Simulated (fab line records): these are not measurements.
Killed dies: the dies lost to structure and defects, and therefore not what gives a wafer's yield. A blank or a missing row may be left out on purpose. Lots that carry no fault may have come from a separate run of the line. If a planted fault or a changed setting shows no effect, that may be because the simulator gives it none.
Which tool was responsible? + flow nand_harc + 72 wafers from 24 lots sampled at 6 of the route's 1302 steps

WHAT EACH GAUGE READ, for each wafer
NHARC_P_CONTACT_CD_MEAS_12: the cd target is 90 nm. Usual: 89.8 nm for cd_nm, sd 0.69.
| lot  | measured     | on        | cd_nm (nm)     | flag |
|------|--------------|-----------|----------------|------|
| L075 | day 6 10:14  | cd_sem-01 | 90.2 89.7 89.7 |      |
| L074 | day 6 10:35  | cd_sem-02 | 89.6 90.0 89.8 |      |
| L076 | day 6 22:45  | cd_sem-02 | 90.0 89.5 91.3 |      |
| L077 | day 7 08:58  | cd_sem-03 | 89.1 89.9 88.5 |      |
| L078 | day 7 14:22  | cd_sem-02 | 89.8 88.5 90.0 |      |
| L079 | day 8 00:59  | cd_sem-02 | 90.0 90.5 90.1 |      |
| L080 | day 8 10:07  | cd_sem-03 | 89.6 89.6 90.4 |      |
| L081 | day 8 16:32  | cd_sem-02 | 90.0 89.2 89.6 |      |
| L082 | day 9 03:56  | cd_sem-02 | 88.7 89.7 89.9 |      |
| L083 | day 9 16:13  | cd_sem-02 | 89.3 90.3 89.4 |      |
| L084 | day 10 04:16 | cd_sem-01 | 89.5 89.3 88.9 |      |
| L085 | day 10 11:31 | cd_sem-03 | 91.0 91.0 90.7 |      |
| L086 | day 10 17:28 | cd_sem-02 | 90.4 89.7 89.9 |      |
| L087 | day 11 21:03 | cd_sem-03 | 90.4 89.9 88.9 |      |
| L089 | day 11 22:00 | cd_sem-02 | 89.7 90.1 89.9 |      |
| L088 | day 12 00:31 | cd_sem-03 | 89.4 89.6 88.7 |      |
| L090 | day 12 17:06 | cd_sem-03 | 90.2 89.5 90.9 |      |
| L091 | day 12 21:22 | cd_sem-03 | 90.5 91.1 89.1 |      |
| L092 | day 13 08:09 | cd_sem-03 | 91.0 91.3 91.6 |      |
| L093 | day 13 16:43 | cd_sem-01 | 90.7 90.0 90.9 |      |
| L094 | day 14 11:45 | cd_sem-02 | 90.0 89.3 89.1 |      |
| L095 | day 14 16:09 | cd_sem-02 | 90.2 90.2 89.8 |      |
| L096 | day 14 21:22 | cd_sem-01 | 89.8 89.6 89.5 |      |
| L097 | day 15 11:39 | cd_sem-03 | 89.4 88.5 89.4 |      |

NHARC_P_CONTACT_INSPECT_14. Usual: 4.0 for raw_defect_count, sd 2.4.
| lot  | measured     | on                | raw_defect_count | flag |
|------|--------------|-------------------|------------------|------|
| L075 | day 6 10:22  | defect_inspect-02 | 6 2 5            |      |
| L074 | day 6 10:42  | defect_inspect-02 | 1 4 4            |      |
| L076 | day 6 22:53  | defect_inspect-01 | 2 4 2            |      |
| L077 | day 7 09:06  | defect_inspect-02 | 5 7 8            |      |
| L078 | day 7 14:31  | defect_inspect-02 | 3 7 2            |      |
| L079 | day 8 01:07  | defect_inspect-02 | 4 2 3            |      |
| L080 | day 8 10:15  | defect_inspect-01 | 4 5 2            |      |
| L081 | day 8 16:39  | defect_inspect-02 | 3 4 3            |      |
| L082 | day 9 04:04  | defect_inspect-02 | 5 6 6            |      |
| L083 | day 9 16:20  | defect_inspect-01 | 3 5 7            |      |
| L084 | day 10 04:23 | defect_inspect-01 | 3 5 4            |      |
| L085 | day 10 11:39 | defect_inspect-01 | 3 4 2            |      |
| L086 | day 10 17:36 | defect_inspect-02 | 4 4 5            |      |
| L087 | day 11 21:10 | defect_inspect-02 | 8 6 2            |      |
| L089 | day 11 22:08 | defect_inspect-01 | 2 8 12           |      |
| L088 | day 12 00:38 | defect_inspect-02 | 4 3 3            |      |
| L090 | day 12 17:13 | defect_inspect-01 | 2 3 2            |      |
| L091 | day 12 21:29 | defect_inspect-02 | 1 1 3            |      |
| L092 | day 13 08:16 | defect_inspect-02 | 2 4 2            |      |
| L093 | day 13 16:50 | defect_inspect-01 | 0 7 1            |      |
| L094 | day 14 11:53 | defect_inspect-01 | 4 2 5            |      |
| L095 | day 14 16:16 | defect_inspect-02 | 6 6 5            |      |
| L096 | day 14 21:29 | defect_inspect-01 | 4 4 8            |      |
| L097 | day 15 11:46 | defect_inspect-02 | 3 4 1            |      |

NHARC_P_M0_THK_MEAS_24: measures by xrf. Usual: 117.5 nm for thk_nm, sd 1.7.
| lot  | measured     | on            | thk_nm (nm)       | flag |
|------|--------------|---------------|-------------------|------|
| L075 | day 6 16:58  | film_metro-01 | 117.3 116.4 115.6 |      |
| L074 | day 6 17:33  | film_metro-01 | 119.4 115.8 116.5 |      |
| L076 | day 7 05:29  | film_metro-01 | 119.1 117.7 119.3 |      |
| L077 | day 7 15:46  | film_metro-01 | 114.2 117.3 116.4 |      |
| L078 | day 8 02:23  | film_metro-02 | 118.9 114.9 116.2 |      |
| L079 | day 8 09:11  | film_metro-02 | 116.5 121.0 116.9 |      |
| L080 | day 8 16:45  | film_metro-02 | 117.7 116.8 120.7 |      |
| L081 | day 8 23:49  | film_metro-02 | 117.7 119.8 118.9 |      |
| L082 | day 9 10:35  | film_metro-02 | 119.1 115.7 120.2 |      |
| L083 | day 9 23:17  | film_metro-01 | 118.2 117.4 117.2 |      |
| L084 | day 10 10:49 | film_metro-01 | 118.2 120.7 117.1 |      |
| L085 | day 10 18:17 | film_metro-01 | 118.5 118.2 117.6 |      |
| L086 | day 11 00:16 | film_metro-01 | 120.1 119.6 117.0 |      |
| L087 | day 12 03:53 | film_metro-01 | 118.3 115.1 114.8 |      |
| L089 | day 12 04:43 | film_metro-01 | 115.8 117.1 116.2 |      |
| L088 | day 12 07:08 | film_metro-02 | 115.7 114.4 117.5 |      |
| L090 | day 13 00:14 | film_metro-02 | 117.5 118.7 117.2 |      |
| L091 | day 13 04:28 | film_metro-01 | 117.7 116.6 116.9 |      |
| L092 | day 13 14:50 | film_metro-02 | 118.5 117.6 115.9 |      |
| L093 | day 13 23:31 | film_metro-02 | 118.9 119.5 116.1 |      |
| L094 | day 14 18:28 | film_metro-01 | 116.6 116.1 117.9 |      |
| L095 | day 14 22:56 | film_metro-01 | 119.2 117.0 116.6 |      |
| L096 | day 15 03:55 | film_metro-02 | 121.4 118.3 116.7 |      |
| L097 | day 15 18:26 | film_metro-01 | 113.6 114.2 114.0 |      |

TOOL THAT RAN EACH LOT (tool first, then ch and the chambers of the sampled wafers, then the start)
| lot  | NHARC_P_GATE_STRIP_95                | NHARC_P_M0_PRE_CLEAN_29                 | NHARC_P_M0_PVD_21                       |
|------|--------------------------------------|-----------------------------------------|-----------------------------------------|
| L075 | plasma_asher-02 ch 0,1, day 6 06:49  | pvd_sputter-03, day 6 16:58 or earlier  | pvd_sputter-03, day 6 16:58 or earlier  |
| L074 | plasma_asher-01 ch 0,1, day 6 07:10  | pvd_sputter-01, day 6 17:33 or earlier  | pvd_sputter-01, day 6 17:33 or earlier  |
| L076 | plasma_asher-02 ch 0,1, day 6 19:11  | pvd_sputter-02, day 7 05:29 or earlier  | pvd_sputter-02, day 7 05:29 or earlier  |
| L077 | plasma_asher-02 ch 0,1, day 7 05:30  | pvd_sputter-02, day 7 15:46 or earlier  | pvd_sputter-02, day 7 15:46 or earlier  |
| L078 | plasma_asher-02 ch 1, day 7 10:58    | pvd_sputter-03, day 8 02:23 or earlier  | pvd_sputter-03, day 8 02:23 or earlier  |
| L079 | plasma_asher-01 ch 0,1, day 7 20:17  | pvd_sputter-02, day 8 09:11 or earlier  | pvd_sputter-02, day 8 09:11 or earlier  |
| L080 | plasma_asher-02 ch 0,1, day 8 06:26  | pvd_sputter-03, day 8 16:45 or earlier  | pvd_sputter-03, day 8 16:45 or earlier  |
| L081 | plasma_asher-01 ch 0,1, day 8 13:06  | pvd_sputter-01, day 8 23:49 or earlier  | pvd_sputter-01, day 8 23:49 or earlier  |
| L082 | plasma_asher-02 ch 0,1, day 9 00:34  | pvd_sputter-02, day 9 10:35 or earlier  | pvd_sputter-02, day 9 10:35 or earlier  |
| L083 | plasma_asher-02 ch 0,1, day 9 12:45  | pvd_sputter-01, day 9 23:17 or earlier  | pvd_sputter-01, day 9 23:17 or earlier  |
| L084 | plasma_asher-02 ch 0,1, day 10 00:55 | pvd_sputter-01, day 10 10:49 or earlier | pvd_sputter-01, day 10 10:49 or earlier |
| L085 | plasma_asher-02 ch 0,1, day 10 08:02 | pvd_sputter-02, day 10 18:17 or earlier | pvd_sputter-02, day 10 18:17 or earlier |
| L086 | plasma_asher-01 ch 0,1, day 10 13:54 | pvd_sputter-02, day 11 00:16 or earlier | pvd_sputter-02, day 11 00:16 or earlier |
| L087 | plasma_asher-01 ch 0,1, day 11 17:31 | pvd_sputter-03, day 12 03:53 or earlier | pvd_sputter-03, day 12 03:53 or earlier |
| L089 | plasma_asher-01 ch 0,1, day 11 18:33 | pvd_sputter-03, day 12 04:43 or earlier | pvd_sputter-03, day 12 04:43 or earlier |
| L088 | plasma_asher-02 ch 0,1, day 11 21:07 | pvd_sputter-01, day 12 07:08 or earlier | pvd_sputter-01, day 12 07:08 or earlier |
| L090 | plasma_asher-02 ch 0,1, day 12 13:41 | pvd_sputter-03, day 13 00:14 or earlier | pvd_sputter-03, day 13 00:14 or earlier |
| L091 | plasma_asher-01 ch 0,1, day 12 17:56 | pvd_sputter-03, day 13 04:28 or earlier | pvd_sputter-03, day 13 04:28 or earlier |
| L092 | plasma_asher-02 ch 0,1, day 13 04:43 | pvd_sputter-01, day 13 14:50 or earlier | pvd_sputter-01, day 13 14:50 or earlier |
| L093 | plasma_asher-01 ch 0,1, day 13 13:15 | pvd_sputter-02, day 13 23:31 or earlier | pvd_sputter-02, day 13 23:31 or earlier |
| L094 | plasma_asher-01 ch 0,1, day 14 08:20 | pvd_sputter-01, day 14 18:28 or earlier | pvd_sputter-01, day 14 18:28 or earlier |
| L095 | plasma_asher-01 ch 0,1, day 14 12:47 | pvd_sputter-01, day 14 22:56 or earlier | pvd_sputter-01, day 14 22:56 or earlier |
| L096 | plasma_asher-01 ch 0,1, day 14 18:04 | pvd_sputter-03, day 15 03:55 or earlier | pvd_sputter-03, day 15 03:55 or earlier |
| L097 | plasma_asher-02 ch 1, day 15 08:10   | pvd_sputter-01, day 15 18:26 or earlier | pvd_sputter-01, day 15 18:26 or earlier |
- NHARC_P_GATE_STRIP_95: strips in O2.
- NHARC_P_M0_PRE_CLEAN_29: time 30 s.
- NHARC_P_M0_PVD_21: deposits Cu, target thk 30 nm, time 20.49 s.

WHAT THE TOOLS THEMSELVES READ (means of the sampled wafers that have a number; where no wafer has one, the mark that the record gives instead)
NHARC_P_GATE_STRIP_95. Usual: drypump_motor_current_A 5.3 A, standard deviation 0.36; heater_power_w 356 W, standard deviation 23.
| lot  | tool            | drypump_motor_current_A (A) | heater_power_w (W) | flag |
|------|-----------------|-----------------------------|--------------------|------|
| L075 | plasma_asher-02 | 5.2                         | 339                |      |
| L074 | plasma_asher-01 | 5.6                         | 361                |      |
| L076 | plasma_asher-02 | 4.9                         | 364                |      |
| L077 | plasma_asher-02 | 4.9                         | 364                |      |
| L078 | plasma_asher-02 | 4.7                         | 378                |      |
| L079 | plasma_asher-01 | 5.5                         | 357                |      |
| L080 | plasma_asher-02 | 5.1                         | 343                |      |
| L081 | plasma_asher-01 | 5.6                         | 373                |      |
| L082 | plasma_asher-02 | 5.1                         | 346                |      |
| L083 | plasma_asher-02 | 5.2                         | 347                |      |
| L084 | plasma_asher-02 | 5.1                         | 348                |      |
| L085 | plasma_asher-02 | 5.1                         | 347                |      |
| L086 | plasma_asher-01 | 5.6                         | 374                |      |
| L087 | plasma_asher-01 | 5.5                         | 371                |      |
| L089 | plasma_asher-01 | 5.6                         | 369                |      |
| L088 | plasma_asher-02 | 5.1                         | 341                |      |
| L090 | plasma_asher-02 | 4.9                         | 355                |      |
| L091 | plasma_asher-01 | 5.6                         | 372                |      |
| L092 | plasma_asher-02 | 5.2                         | 335                |      |
| L093 | plasma_asher-01 | 5.6                         | 370                |      |
| L094 | plasma_asher-01 | 5.6                         | 361                |      |
| L095 | plasma_asher-01 | 5.6                         | 355                |      |
| L096 | plasma_asher-01 | 5.6                         | 373                |      |
| L097 | plasma_asher-02 | 4.7                         | 362                |      |

NHARC_P_M0_PRE_CLEAN_29. Usual: 413 W for heater_power_w, sd 50.
| lot  | tool           | heater_power_w (W) | flag |
|------|----------------|--------------------|------|
| L075 | pvd_sputter-03 | 395                |      |
| L074 | pvd_sputter-01 | 402                |      |
| L076 | pvd_sputter-02 | 388                |      |
| L077 | pvd_sputter-02 | 419                |      |
| L078 | pvd_sputter-03 | 456                |      |
| L079 | pvd_sputter-02 | 416                |      |
| L080 | pvd_sputter-03 | 437                |      |
| L081 | pvd_sputter-01 | 404                |      |
| L082 | pvd_sputter-02 | 367                |      |
| L083 | pvd_sputter-01 | 406                |      |
| L084 | pvd_sputter-01 | 403                |      |
| L085 | pvd_sputter-02 | 426                |      |
| L086 | pvd_sputter-02 | 366                |      |
| L087 | pvd_sputter-03 | 409                |      |
| L089 | pvd_sputter-03 | 504                |      |
| L088 | pvd_sputter-01 | 429                |      |
| L090 | pvd_sputter-03 | 432                |      |
| L091 | pvd_sputter-03 | 443                |      |
| L092 | pvd_sputter-01 | 416                |      |
| L093 | pvd_sputter-02 | 349                |      |
| L094 | pvd_sputter-01 | 393                |      |
| L095 | pvd_sputter-01 | 412                |      |
| L096 | pvd_sputter-03 | 425                |      |
| L097 | pvd_sputter-01 | 411                |      |

NHARC_P_M0_PVD_21. Usual: chamber_pressure_pa 5.000 Pa, standard deviation 0.01; substrate_temp_c 29.99 C, standard deviation 0.1; throttle_valve_pct 29.9 %, standard deviation 1.
| lot  | tool           | chamber_pressure_pa (Pa) | substrate_temp_c (C) | throttle_valve_pct (%) | flag |
|------|----------------|--------------------------|----------------------|------------------------|------|
| L075 | pvd_sputter-03 | 5.000                    | 30.06                | 30.4                   |      |
| L074 | pvd_sputter-01 | 5.004                    | 29.88                | 30.0                   |      |
| L076 | pvd_sputter-02 | 4.999                    | 30.02                | 29.6                   |      |
| L077 | pvd_sputter-02 | 4.999                    | 30.07                | 28.8                   |      |
| L078 | pvd_sputter-03 | 5.004                    | 29.93                | 30.1                   |      |
| L079 | pvd_sputter-02 | 5.001                    | 30.00                | 29.5                   |      |
| L080 | pvd_sputter-03 | 4.990                    | 29.96                | 30.2                   |      |
| L081 | pvd_sputter-01 | 5.002                    | 30.12                | 30.0                   |      |
| L082 | pvd_sputter-02 | 5.004                    | 30.02                | 29.9                   |      |
| L083 | pvd_sputter-01 | 4.994                    | 30.03                | 29.8                   |      |
| L084 | pvd_sputter-01 | 5.003                    | 29.95                | 30.5                   |      |
| L085 | pvd_sputter-02 | 5.004                    | 29.94                | 29.5                   |      |
| L086 | pvd_sputter-02 | 5.004                    | 29.98                | 29.7                   |      |
| L087 | pvd_sputter-03 | 4.999                    | 30.04                | 30.2                   |      |
| L089 | pvd_sputter-03 | 4.998                    | 30.08                | 30.6                   |      |
| L088 | pvd_sputter-01 | 5.003                    | 29.92                | 29.8                   |      |
| L090 | pvd_sputter-03 | 4.989                    | 29.95                | 30.3                   |      |
| L091 | pvd_sputter-03 | 4.990                    | 30.02                | 30.5                   |      |
| L092 | pvd_sputter-01 | 5.003                    | 30.09                | 29.4                   |      |
| L093 | pvd_sputter-02 | 5.007                    | 30.03                | 30.1                   |      |
| L094 | pvd_sputter-01 | 5.009                    | 30.02                | 30.2                   |      |
| L095 | pvd_sputter-01 | 4.999                    | 30.07                | 29.7                   |      |
| L096 | pvd_sputter-03 | 4.998                    | 29.96                | 30.4                   |      |
| L097 | pvd_sputter-01 | 5.002                    | 29.94                | 30.0                   |      |

THE ANSWER, worked out from the rows above alone
Rule: a lot is off if the mean of its wafers that have a number lies more than 3 standard deviations from the usual mean. A lot without any number at a reading at which 4 lots or more have one is off too. All remaining lots with rows at the step are treated as sound. Order of review: gauges by route order, followed by the tools' own readings, for which a lot's mean as printed above is used. The first step at which some lot is off is used, and at that step the reading that is off furthest; a lot without a number counts as furthest.
Across all readings shown, no lot is off: no conclusion can be drawn from this.

WHAT WAS PUT IN BY THE SIMULATOR
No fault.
